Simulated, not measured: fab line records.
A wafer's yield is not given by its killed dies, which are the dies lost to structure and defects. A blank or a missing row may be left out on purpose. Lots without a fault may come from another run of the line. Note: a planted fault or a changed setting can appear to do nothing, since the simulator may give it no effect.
One fault seen from 2 desks | flow n5 finfet | each desk holds nothing but its own numbers, with what lay behind them at the end

== DESK OF THE TOOL OWNER: cvd co-01 ==
The tool's own readings at N5_BEOL_M6_CVD_78 (deposits Co from CCTBA/H2, target thk 2 nm, time 142.3 s): means of the sampled wafers that have a number, for each lot that ran on this tool. Marked OUT: a lot whose mean sits more than 4 standard deviations from the usual mean, which makes it out of limits; the brackets give that distance.
Columns: A = run length s at N5_BEOL_M6_CVD_78, usual 165.0 s
lot  | first seen here | A
L405 | day 8 16:22     | 164.9
L406 | day 9 05:50     | 164.6
L410 | day 10 04:58    | 205.0 (+64) OUT
L414 | day 10 20:38    | 245.6 (+99 or more) OUT
L421 | day 13 04:20    | 165.0
L422 | day 13 07:18    | 165.0
L423 | day 13 14:16    | 164.9
L426 | day 15 05:04    | 163.8
L428 | day 15 20:14    | 163.8
Finding of this desk: L410, L414 out of limits; the first was L410 at day 10 04:58, on run length s at N5_BEOL_M6_CVD_78. In limits: L405, L406, L421, L422, L423, L426, L428.

== METROLOGY DESK ==
Means of the sampled wafers that have a number, per lot and without regard to the tool the lot ran on: this is what the gauges read. Marked OUT: a lot whose mean sits more than 4 standard deviations from the usual mean, which makes it out of limits; the brackets give that distance.
Columns: A = V5_OVL at N5_BEOL_M6_OVL_MEAS_29, usual 0.4 nm
lot  | first seen here | A
L405 | day 8 13:58     | -0.9
L406 | day 9 02:11     | 1.0
L410 | day 10 02:39    | 0.1
L414 | day 10 19:00    | 1.3
L421 | day 13 02:24    | 0.5
L422 | day 13 04:01    | 0.0
L423 | day 13 10:32    | 0.6
L425 | day 14 16:39    | 0.6
L427 | day 14 16:49    | 0.4
L426 | day 15 03:26    | 0.4
L428 | day 15 15:23    | -0.0
Result from this desk: across the 11 lots, nothing is out of limits.

== BROUGHT TOGETHER ==
The tool owner's desk could have raised an alarm at day 10 04:58, on L410, L414.
The metrology desk saw nothing out of limits.
The metrology desk holds a record of L410, L414, inside its limits.
The lots listed all ran N5_BEOL_M6_CVD_78 on cvd co-01.

== WHAT THE SIMULATOR PUT IN ==
cvd co-01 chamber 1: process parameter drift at N5_BEOL_M6_CVD_78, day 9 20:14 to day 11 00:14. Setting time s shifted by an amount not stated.
Shown lots that were struck: L410, L414.
Time in hours from fault onset to the first out-of-limits reading at each desk: the tool owner's desk, 9.
